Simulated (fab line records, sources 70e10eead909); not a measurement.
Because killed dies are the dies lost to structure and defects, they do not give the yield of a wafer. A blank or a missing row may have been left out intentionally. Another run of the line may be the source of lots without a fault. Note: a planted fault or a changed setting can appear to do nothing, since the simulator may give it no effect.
fab line records	flow nandHarc	part 1 of 2: steps 1 to 21 of 31
[record] lots = 5	wafers = 15	lastDay = 33
route steps=1302 shown A_SGD_CUT@906 A_SLIT@922
lots untouched by any fault: they come from a run of this same line in which no faults occurred
startH: hours from the record's opening day to when the first of the lot's shown wafers began	waitH: time in hours since the lot's previous step	" the same as in the row above	L1.1+2: a row that stands for several wafers	- value missing, or start not given	* or withheld: withheld	< > ~ a bound
route shown NAME@n: NAME is a module with steps in the file, n the number in the route of the first one	usual: mean/standard deviation of fault-free wafers	same: alike in all rows	chamber/n: place in a boat	sites: the reading at each site	_std_site: how widely they spread, as a standard deviation	_edge_site: inner sites' mean taken away from outer sites' mean	radiusMm: for every site, how far away it sits from the centre of the wafer	mask NAME#n: copy n	behind: the most recent tool/chamber to have shaped the wafer	hold: why the lot was held/for how many hours/how that ended	device: transistor that didn't switch, given as n, p or np	end of line: the tests these same wafers got at the end of their route	a step given without rows: its recipe and nothing more	killed: count of dies lost to structure and defects at first sort (not the wafer's yield)	map: a wafer's dies, x killed, . not, _ none there
set.NAME: setting as actually run; set.NAME@STEP: the setting as run at that earlier step	model.NAME: the simulator's own value behind a step, which no gauge read
lots at some steps of the route; a table a step, a row a wafer
services: from which hour (startH, from the record's first day; less than 0 if before it) a tool's chamber was out of use, for how many hours, and why
[[steps]]
[step NHARC_A_SGD_CUT_ETCH_59]
[recipe] targetDepthA = 2600	overEtchFrac = 0.25	timeS = 406.25	ionEnergyEv = 200	n2FlowSccm = 150	h2FlowSccm = 150	arFlowSccm = 0	rfW = 400	biasW = 150	chemistry = N2/H2
[usual] drypumpMotorCurrentA = 5.9/0.5	h2FlowSccm = 150.0/0.43	oesProductAu = 0.998/0.009	rfFwdPowerW = 399.4/1.1	rfVppV = 431.1/2.3	showerheadPlenumPTorr = 2.06/0.077	throttleValvePct = 14.171/0.0089
[same] timeS = 406.25
lot.wafer	tool	chamber	startH	waitH	drypumpMotorCurrentA	h2FlowSccm	oesProductAu	rfFwdPowerW	rfHoursCounterH	rfVppV	showerheadPlenumPTorr	throttleValvePct
L077.2	rieDiel-01	1	-	-	6.5	150.0	1.012	400.1	3	429.1	1.99	14.165
L077.5	"	1	"	"	6.5	149.6	1.007	398.2	-	429.2	1.99	14.172
L077.6	"	2	"	"	5.8	149.9	1.001	399.0	-	427.4	1.90	14.174
L087.4	rieDiel-10	2	-	-	6.2	149.5	0.996	397.5	7	432.4	2.06	14.175
L087.3	"	3	"	"	6.7	149.6	0.989	398.5	7	427.5	1.99	14.165
L087.6	"	2	"	"	6.2	150.2	0.986	398.8	-	431.7	2.06	14.172
L091.1	rieDiel-12	2	-	-	5.3	149.9	0.983	398.2	14	430.0	2.03	14.165
L091.2	"	3	"	"	5.9	150.3	0.993	400.9	13	434.5	2.13	14.168
L091.4	"	0	"	"	5.9	149.7	0.979	401.1	15	434.5	2.16	14.172
L094.1	rieDiel-10	3	-	-	6.7	150.7	1.007	399.6	2	429.6	1.99	14.172
L094.2	"	1	"	"	5.7	150.3	1.009	397.3	1	433.4	2.17	14.188
L094.6	"	2	"	"	6.2	149.4	1.014	398.6	-	431.7	2.06	14.187
L096.2	rieDiel-10	1	-	-	5.7	150.6	1.001	398.6	4	435.2	2.17	14.180
L096.4	"	2	"	"	6.1	150.0	0.994	398.4	4	430.5	2.06	14.149
L096.6	"	0	"	"	5.7	150.6	0.987	400.1	-	431.4	2.02	14.177
[step NHARC_A_SGD_CUT_ETCH_15]
[recipe] targetDepthA = 750	timeS = 64.3	ch3fFlowSccm = 50	o2FlowSccm = 30	arFlowSccm = 200	rfW = 500	biasW = 100	chemistry = CH3F/O2
[usual] drypumpMotorCurrentA = 5.9/0.48	oesProductAu = 0.958/0.015	rfFwdPowerW = 495.6/2.1	rfVppV = 264.1/1.5	showerheadPlenumPTorr = 2.48/0.086	throttleValvePct = 20.664/0.009
[same] timeS = 64.3
lot.wafer	tool	chamber	startH	waitH	drypumpMotorCurrentA	oesProductAu	rfFwdPowerW	rfHoursCounterH	rfVppV	showerheadPlenumPTorr	throttleValvePct
L077.2	rieDiel-01	1	-	-	6.4	0.948	493.8	4	263.3	2.40	20.653
L077.5	"	0	"	"	5.3	0.964	498.1	-	263.9	2.48	20.664
L077.6	"	1	"	"	6.5	0.953	495.5	-	264.6	2.40	20.677
L087.3	rieDiel-10	0	-	-	5.7	0.968	498.1	8	264.6	2.44	20.641
L087.4	"	2	"	"	6.2	0.976	496.0	7	264.8	2.48	20.668
L087.6	"	3	"	"	6.7	0.972	497.4	-	263.0	2.40	20.659
L091.1	rieDiel-12	0	-	-	5.9	0.939	494.1	15	266.1	2.59	20.670
L091.4	"	1	"	"	5.1	0.955	493.2	15	263.9	2.49	20.670
L091.2	"	2	"	"	5.3	0.959	494.4	14	262.8	2.45	20.662
L094.1	rieDiel-10	3	-	-	6.7	0.965	496.7	2	262.7	2.40	20.657
L094.2	"	0	"	"	5.7	0.984	498.7	2	263.4	2.44	20.658
L094.6	"	3	"	"	6.7	0.963	498.3	-	262.9	2.40	20.659
L096.4	rieDiel-10	1	-	-	5.6	0.979	495.1	4	265.5	2.61	20.679
L096.2	"	2	"	"	6.2	0.979	498.1	4	263.9	2.48	20.667
L096.6	"	2	"	"	6.2	0.981	497.9	-	262.5	2.48	20.664
[step NHARC_A_SGD_CUT_ETCH_16]
[recipe] targetDepthA = 3105	timeS = 155.2	c4f8FlowSccm = withheld	o2FlowSccm = 8	arFlowSccm = withheld	rfW = 600	biasW = 800	chemistry = C4F8/O2/Ar
[usual] oesProductAu = 0.971/0.011	rfFwdPowerW = 597.1/1.9	rfVppV = 724/3.7
[same] timeS = 155.2
lot.wafer	tool	chamber	startH	waitH	oesProductAu	rfFwdPowerW	rfHoursCounterH	rfVppV
L077.2	rieDiel-01	2	-	-	0.970	592.1	4	714
L077.5	"	2	"	"	0.972	596.0	-	716
L077.6	"	0	"	"	0.978	598.6	-	723
L087.4	rieDiel-10	2	-	-	0.989	599.1	7	723
L087.3	"	3	"	"	0.974	597.4	7	720
L087.6	"	3	"	"	0.981	600.4	-	721
L091.2	rieDiel-12	3	-	-	0.982	598.5	13	726
L091.4	"	0	"	"	0.953	598.9	15	728
L091.1	"	1	"	"	0.975	595.9	15	725
L094.2	rieDiel-10	3	-	-	0.969	596.8	2	721
L094.1	"	2	"	"	0.975	599.5	2	723
L094.6	"	3	"	"	0.974	600.8	-	721
L096.4	rieDiel-10	2	-	-	0.986	599.1	4	724
L096.2	"	1	"	"	0.988	595.4	4	728
L096.6	"	3	"	"	0.971	597.8	-	720
[step NHARC_A_SGD_CUT_STRIP_60]
[recipe] c4f8FlowSccm = withheld	o2FlowSccm = 8	arFlowSccm = withheld	biasW = 0	chemistry = C4F8/O2/Ar
lot.wafer	tool	chamber	startH	waitH
L077.2+5+6	rieDiel-01	1,0,1	-	-
L087.3+4+6	rieDiel-10	1,2,0	-	-
L091.2+4+1	rieDiel-12	1,2,3	-	-
L094.1+2+6	rieDiel-10	0,1,0	-	-
L096.2+4+6	rieDiel-10	0,0,2	-	-
[step NHARC_A_SGD_CUT_STRIP_17]
[recipe] o2FlowSccm = 500	arFlowSccm = 0	biasW = 0	chemistry = O2
[usual] drypumpMotorCurrentA = 5.9/0.49	oesProductAu = 0.998/0.0084	rfVppV = 57.9/0.85	showerheadPlenumPTorr = 3.56/0.12	throttleValvePct = 17.036/0.0095
lot.wafer	tool	chamber	startH	waitH	drypumpMotorCurrentA	oesProductAu	rfHoursCounterH	rfVppV	showerheadPlenumPTorr	throttleValvePct
L077.2	rieDiel-01	1	-	-	6.5	1.015	4	57.5	3.45	17.027
L077.5	"	1	"	"	6.5	0.994	-	58.0	3.45	17.038
L077.6	"	2	"	"	5.8	0.995	-	57.1	3.30	17.045
L087.3	rieDiel-10	3	-	-	6.7	0.985	7	56.8	3.45	17.032
L087.4	"	0	"	"	5.7	1.000	8	56.8	3.50	17.034
L087.6	"	3	"	"	6.7	0.992	-	57.8	3.45	17.048
L091.1	rieDiel-12	1	-	-	5.1	1.009	15	59.2	3.56	17.023
L091.4	"	2	"	"	5.4	0.990	15	59.1	3.51	17.029
L091.2	"	3	"	"	5.9	0.989	14	56.6	3.66	17.035
L094.2	rieDiel-10	3	-	-	6.7	1.005	2	57.8	3.45	17.016
L094.1	"	0	"	"	5.7	1.003	2	57.4	3.50	17.035
L094.6	"	3	"	"	6.7	0.998	-	57.0	3.45	17.052
L096.2	rieDiel-10	1	-	-	5.7	0.997	4	57.1	3.73	17.024
L096.6	"	0	"	"	5.7	0.999	-	56.6	3.50	17.042
L096.4	"	2	"	"	6.2	0.996	-	57.0	3.55	17.035
[step NHARC_A_SGD_CUT_PRECLEAN_18]
[recipe] timeS = *	tempC = 50	bathAgeMin = 0	chemistry = SC1
[usual] nh4ohFlowMLMin = 28.30/0.11	sc1H2o2EndMolL = 0.3697/0.00067	tempC = 49.99/0.12
[same] timeS = *
lot.wafer	tool	chamber	startH	waitH	nh4ohFlowMLMin	sc1H2o2EndMolL	tempC
L077.2	wetBench-01	5	482.18	-	28.38	0.3703	49.89
L077.5	"	6	"	"	28.23	0.3696	50.02
L077.6	"	7	"	"	28.10	0.3704	50.01
L087.6	wetBench-01	6	564.83	-	28.01	0.3698	50.07
L087.4	"	1	"	"	28.29	0.3702	49.89
L087.3	"	3	"	"	28.20	0.3701	49.98
L091.1	wetBench-07	5	610.80	-	28.28	0.3702	49.93
L091.4	"	1	"	"	28.42	0.3694	50.00
L091.2	"	2	"	"	28.24	0.3701	49.98
L094.2	wetBench-01	1	629.25	-	28.31	0.3701	49.92
L094.6	"	3	"	"	28.46	0.3711	49.83
L094.1	"	4	"	"	28.49	0.3700	49.59
L096.4	wetBench-07	7	662.29	-	28.27	0.3696	49.97
L096.6	"	0	"	"	28.23	0.3696	50.14
L096.2	"	1	"	"	28.45	0.3695	50.00
[step NHARC_A_SGD_CUT_SRD_19]
lot.wafer	tool	chamber	startH	waitH
L077.2+5+6	wetBench-01	5,6,7	-	-
L087.6+4+3	wetBench-01	6,1,3	-	-
L091.1+4+2	wetBench-07	5,1,2	-	-
L094.2+6+1	wetBench-01	1,3,4	-	-
L096.4+6+2	wetBench-07	7,0,1	-	-
[step NHARC_A_SGD_CUT_DEP_20]
[recipe] targetThkA = 1500	tempC = 65	material = SiO2
lot.wafer	tool	chamber	startH	waitH
L077.2+6+5	fcvd-02	1,1,0	482.31	-
L087.3+4+6	fcvd-01	1,0,0	565.03	-
L091.1+2+4	fcvd-02	0,1,0	610.94	-
L094.1+2+6	fcvd-01	0,1,0	629.40	-
L096.2+4+6	fcvd-01	0,1,1	662.46	-
[step NHARC_A_SGD_CUT_ANNEAL_27]
[recipe] tempC = 450	timeS = 1800
[usual] spikeTcTopC = 476.5/1
[same] timeS = 1800
lot.wafer	tool	chamber	startH	waitH	spikeTcTopC
L077.2	furnace-05	0	487.94	5.6	475.7
L077.5	"	0	"	"	476.6
L077.6	"	0	"	"	477.3
L087.3	furnace-06	0	570.17	5.1	474.8
L087.4	"	0	"	"	476.4
L087.6	"	0	"	"	476.4
L091.1	furnace-06	0	614.50	3.5	475.7
L091.2	"	0	"	"	474.7
L091.4	"	0	"	"	477.3
L094.1	furnace-01	0	632.73	3.3	475.7
L094.2	"	0	"	"	474.6
L094.6	"	0	"	"	476.8
L096.2	furnace-01	0	666.45	4.0	478.1
L096.4	"	0	"	"	476.6
L096.6	"	0	"	"	476.8
[step NHARC_A_SGD_CUT_CMP_21]
[recipe] targetThkNm = 148.19
[usual] motorCurrentA = 11.8/1.2	timeToEndpointS = 50/3.1
lot.wafer	tool	chamber	startH	waitH	motorCurrentA	timeToEndpointS
L077.2	cmp-01	0	489.48	0.4	12.0	49
L077.5	"	1	"	"	12.8	49
L077.6	"	2	"	"	14.0	47
L087.3	cmp-01	0	571.62	0.4	11.0	53
L087.4	"	1	"	"	13.6	52
L087.6	"	0	"	"	11.6	54
L091.2	cmp-03	0	615.94	0.4	12.6	43
L091.1	"	1	"	"	11.8	45
L091.4	"	2	"	"	10.6	50
L094.1	cmp-01	1	634.19	0.4	12.4	51
L094.2	"	3	"	"	13.5	48
L094.6	"	1	"	"	12.7	48
L096.4	cmp-02	2	667.98	0.4	10.0	54
L096.2	"	0	"	"	13.6	54
L096.6	"	3	"	"	11.6	53
[step NHARC_A_SGD_CUT_THK_MEAS_22]
[recipe] thkMeasGauge = ellipsometry
[usual] thkNm = 148.3/1.3
lot.wafer	tool	chamber	startH	waitH	thkNm
L077.2	filmMetro-02	-	489.66	0.2	148.1
L077.5	"	-	"	"	147.4
L077.6	"	-	"	"	146.9
L087.3	filmMetro-02	-	571.88	0.2	148.1
L087.4	"	-	"	"	146.0
L087.6	"	-	"	"	148.1
L091.1	filmMetro-02	-	616.20	0.2	147.0
L091.2	"	-	"	"	149.8
L091.4	"	-	"	"	150.7
L094.1	filmMetro-02	-	634.45	0.2	147.3
L094.2	"	-	"	"	146.9
L094.6	"	-	"	"	146.2
L096.2	filmMetro-01	-	668.24	0.2	151.7
L096.4	"	-	"	"	149.6
L096.6	"	-	"	"	146.9
[step NHARC_A_SGD_CUT_SRD_23]
lot.wafer	tool	chamber	startH	waitH
L077.5+6+2	wetBench-01	6,0,2	489.70	0.0
L087.6+3+4	wetBench-02	6,7,0	571.92	0.0
L091.4+1+2	wetBench-01	3,4,6	616.24	0.0
L094.6+2+1	wetBench-07	5,7,0	634.50	0.0
L096.4+2+6	wetBench-01	2,3,4	668.28	0.0
[step NHARC_A_SGD_CUT_ETCH_26]
[recipe] targetDepthA = 458	chemistry = dHF	material = SiO2
lot.wafer	tool	chamber	startH	waitH
L077.5+6+2	wetBench-01	6,0,2	489.72	0.0
L087.6+3+4	wetBench-02	6,7,0	571.95	0.0
L091.4+1+2	wetBench-01	3,4,6	616.27	0.0
L094.6+2+1	wetBench-07	5,7,0	634.52	0.0
L096.4+2+6	wetBench-01	2,3,4	668.30	0.0
[step NHARC_A_SGD_CUT_ETCHBACK_24]
[recipe] targetDepthA = 500	overEtchFrac = 0.3	timeS = 92.857	ionEnergyEv = 120	ch3fFlowSccm = 50	o2FlowSccm = 30	arFlowSccm = 200	rfW = 500	biasW = 100	chemistry = CH3F/O2
[usual] drypumpMotorCurrentA = 5.9/0.48	oesProductAu = 0.95/0.032	rfFwdPowerW = 496.5/2.1	rfVppV = 244.6/1.6	showerheadPlenumPTorr = 2.48/0.096	throttleValvePct = 20.663/0.0096
[same] timeS = 92.857
lot.wafer	tool	chamber	startH	waitH	drypumpMotorCurrentA	oesProductAu	rfFwdPowerW	rfHoursCounterH	rfVppV	showerheadPlenumPTorr	throttleValvePct
L077.2	rieDiel-12	0	489.90	0.1	6.0	1.00	495.3	3	246.9	2.60	20.666
L077.5	"	3	"	"	5.9	0.99	498.7	-	245.4	2.56	20.651
L077.6	"	0	"	"	6.0	0.98	496.8	-	245.9	2.60	20.660
L087.3	rieDiel-01	0	572.10	0.1	5.4	1.00	497.4	0	245.0	2.48	20.698
L087.4	"	3	"	"	6.6	1.00	497.7	0	248.0	2.63	20.664
L087.6	"	0	"	"	5.4	1.01	497.9	-	245.3	2.48	20.667
L091.1	rieDiel-01	2	616.42	0.1	5.8	0.93	493.9	2	243.5	2.30	20.662
L091.2	"	3	"	"	6.6	0.93	498.0	2	245.4	2.63	20.664
L091.4	"	1	"	"	6.5	0.93	495.5	2	243.0	2.40	20.661
L094.1	rieDiel-10	1	634.67	0.1	5.7	0.92	494.7	2	247.2	2.61	20.663
L094.2	"	0	"	"	5.7	0.92	495.4	2	244.0	2.44	20.671
L094.6	"	2	"	"	6.2	0.93	497.1	-	245.5	2.48	20.662
L096.2	rieDiel-01	2	668.46	0.1	5.8	0.99	494.5	6	240.9	2.29	20.653
L096.4	"	2	"	"	5.8	1.00	494.2	-	241.8	2.29	20.660
L096.6	"	1	"	"	6.5	1.00	496.9	-	244.1	2.40	20.663
[step NHARC_A_SGD_CUT_STRIP_28]
[recipe] timeS = 20	o2FlowSccm = 500	arFlowSccm = 0	biasW = 0	chemistry = O2
[usual] drypumpMotorCurrentA = 5.9/0.49	oesProductAu = 0.997/0.0091	rfVppV = 57.8/0.84	showerheadPlenumPTorr = 3.56/0.13	throttleValvePct = 17.036/0.0089
[same] timeS = 20
lot.wafer	tool	chamber	startH	waitH	drypumpMotorCurrentA	oesProductAu	rfHoursCounterH	rfVppV	showerheadPlenumPTorr	throttleValvePct
L077.2	rieDiel-12	2	-	-	5.4	0.982	3	57.9	3.52	17.031
L077.5	"	2	"	"	5.3	0.982	-	59.0	3.52	17.067
L077.6	"	3	"	"	6.0	0.987	-	59.2	3.67	17.034
L087.3	rieDiel-01	0	-	-	5.4	1.009	0	57.2	3.56	17.050
L087.4	"	1	"	"	6.4	1.000	0	58.2	3.44	17.036
L087.6	"	0	"	"	5.4	1.002	-	57.3	3.56	17.044
L091.1	rieDiel-01	1	-	-	6.4	0.998	2	57.3	3.44	17.038
L091.2	"	2	"	"	5.8	0.992	2	56.5	3.30	17.041
L091.4	"	3	"	"	6.6	0.998	2	59.4	3.77	17.046
L094.1	rieDiel-10	0	-	-	5.7	0.998	2	57.7	3.50	17.039
L094.2	"	2	"	"	6.2	1.000	2	57.3	3.55	17.038
L094.6	"	1	"	"	5.7	0.996	-	57.8	3.74	17.037
L096.2	rieDiel-01	2	668.63	0.2	5.8	1.003	6	57.3	3.30	17.022
L096.6	"	0	"	"	5.3	1.010	-	57.4	3.56	17.038
L096.4	"	1	"	"	6.4	1.000	-	56.4	3.44	17.035
[step NHARC_A_SGD_CUT_INSPECT_25]
[usual] rawDefectCount = 343/75
lot.wafer	tool	chamber	startH	waitH	rawDefectCount
L077.2	defectInspect-01	-	490.16	-	393
L077.5	"	-	"	"	336
L077.6	"	-	"	"	301
L087.3	defectInspect-02	-	572.35	-	446
L087.4	"	-	"	"	432
L087.6	"	-	"	"	306
L091.1	defectInspect-02	-	616.66	-	294
L091.2	"	-	"	"	306
L091.4	"	-	"	"	299
L094.1	defectInspect-02	-	634.91	-	291
L094.2	"	-	"	"	282
L094.6	"	-	"	"	282
L096.2	defectInspect-02	-	668.74	-	306
L096.4	"	-	"	"	320
L096.6	"	-	"	"	342
[step NHARC_A_SLIT_DEP_25]
[recipe] targetThkA = 2000	tempC = 400	pressureTorr = 6.5	rfW = 900	teosFlowSccm = 161.4	flowSccm = 2650	targetThkNm = 200	gas = O2	material = SiO2
[usual] heaterPowerW = 541/100	rfFwdPowerW = 897.8/2.7	throttleValvePct = 15.8/0.68
lot.wafer	tool	chamber	startH	waitH	heaterPowerW	rfFwdPowerW	throttleValvePct
L077.2	pecvd-02	0	490.27	0.1	657	899.1	16.1
L077.6	"	2	"	"	429	900.9	16.0
L077.5	"	1	"	"	465	895.2	16.7
L087.3	pecvd-02	2	572.49	0.1	516	896.7	16.0
L087.6	"	1	"	"	524	898.4	16.9
L087.4	"	2	"	"	532	899.2	16.1
L091.2	pecvd-04	1	616.96	0.3	389	894.1	16.7
L091.1	"	0	"	"	567	896.8	14.7
L091.4	"	1	"	"	410	894.8	16.4
L094.1	pecvd-02	2	635.02	0.1	415	899.1	15.9
L094.2	"	0	"	"	743	900.6	16.0
L094.6	"	0	"	"	748	903.7	15.9
L096.2	pecvd-04	1	668.93	0.2	446	894.7	16.3
L096.4	"	2	"	"	545	900.3	15.5
L096.6	"	1	"	"	465	900.0	16.1
[step NHARC_A_SLIT_DEP_00]
[recipe] targetThkA = 62000	tempC = 400	material = aC
[usual] throttleValvePct = 35.000/0.0087
lot.wafer	tool	chamber	startH	waitH	throttleValvePct
L077.2	aclDep-01	0	491.44	-	35.004
L077.5	"	0	493.34	-	34.990
L077.6	"	0	"	"	35.007
L087.3	aclDep-03	0	574.89	-	35.003
L087.4	"	0	"	"	34.986
L087.6	"	0	576.77	-	34.996
L091.1	aclDep-01	0	623.25	-	34.994
L091.2	"	0	"	"	34.999
L091.4	"	0	625.11	-	34.998
L094.1	aclDep-03	0	635.32	-	34.998
L094.2	"	0	"	"	35.009
L094.6	"	0	638.47	-	35.014
L096.2	aclDep-01	0	669.82	-	35.013
L096.4	"	0	671.07	-	34.995
L096.6	"	0	672.33	-	35.001
[step NHARC_A_SLIT_DEP_23]
[recipe] targetThkA = 1000	targetThkNm = 100	tempC = 400	pressureTorr = 3.5	flowSccm = 200	rfW = 350	material = SiON
[usual] heaterPowerW = 736/92	rfFwdPowerW = 348.6/1.2
lot.wafer	tool	chamber	startH	waitH	heaterPowerW	rfFwdPowerW
L077.2	pecvd-04	1	494.69	2.6	705	347.5
L077.5	"	2	"	"	713	349.5
L077.6	"	1	"	"	708	347.6
L087.3	pecvd-03	2	577.44	1.9	765	350.1
L087.6	"	1	"	"	752	348.0
L087.4	"	0	"	"	634	349.3
L091.1	pecvd-04	2	626.99	3.1	726	348.7
L091.2	"	0	"	"	845	348.7
L091.4	"	0	"	"	857	347.8
L094.1	pecvd-02	1	639.15	3.2	730	346.9
L094.2	"	2	"	"	660	348.3
L094.6	"	0	"	"	890	349.3
L096.2	pecvd-04	1	672.97	2.5	667	348.5
L096.6	"	1	"	"	660	346.8
L096.4	"	0	"	"	766	348.3
[step NHARC_A_SLIT_DEHYDRATE_01]
[recipe] tempC = 150	timeS = 120
[usual] exhaustPa = 44.8/0.82
[same] timeS = 120
lot.wafer	tool	chamber	startH	waitH	exhaustPa
L077.2	lithoTrack-06	0	494.90	0.2	44.7
L077.5	"	0	"	"	45.5
L077.6	"	0	"	"	44.7
L087.3	lithoTrack-01	0	577.69	0.2	44.8
L087.4	"	0	"	"	44.8
L087.6	"	0	"	"	43.8
L091.1	lithoTrack-06	0	627.26	0.2	45.6
L091.2	"	0	"	"	45.1
L091.4	"	0	"	"	44.5
L094.1	lithoTrack-06	0	639.39	0.2	44.7
L094.2	"	0	"	"	44.9
L094.6	"	0	"	"	44.9
L096.2	lithoTrack-04	0	673.25	0.2	46.9
L096.4	"	0	"	"	46.1
L096.6	"	0	"	"	45.8
[step NHARC_A_SLIT_HMDS_02]
[recipe] timeS = 30
[usual] exhaustPa = 45.1/0.88
[same] timeS = 30
lot.wafer	tool	chamber	startH	waitH	exhaustPa
L077.2	lithoTrack-06	0	-	-	45.0
L077.5	"	0	"	"	44.3
L077.6	"	0	"	"	44.1
L087.3	lithoTrack-01	0	-	-	47.4
L087.4	"	0	"	"	46.0
L087.6	"	0	"	"	44.9
L091.1	lithoTrack-06	0	-	-	45.4
L091.2	"	0	"	"	45.7
L091.4	"	0	"	"	46.1
L094.1	lithoTrack-06	0	-	-	44.4
L094.2	"	0	"	"	44.5
L094.6	"	0	"	"	44.2
L096.2	lithoTrack-04	0	-	-	46.3
L096.4	"	0	"	"	45.4
L096.6	"	0	"	"	45.3
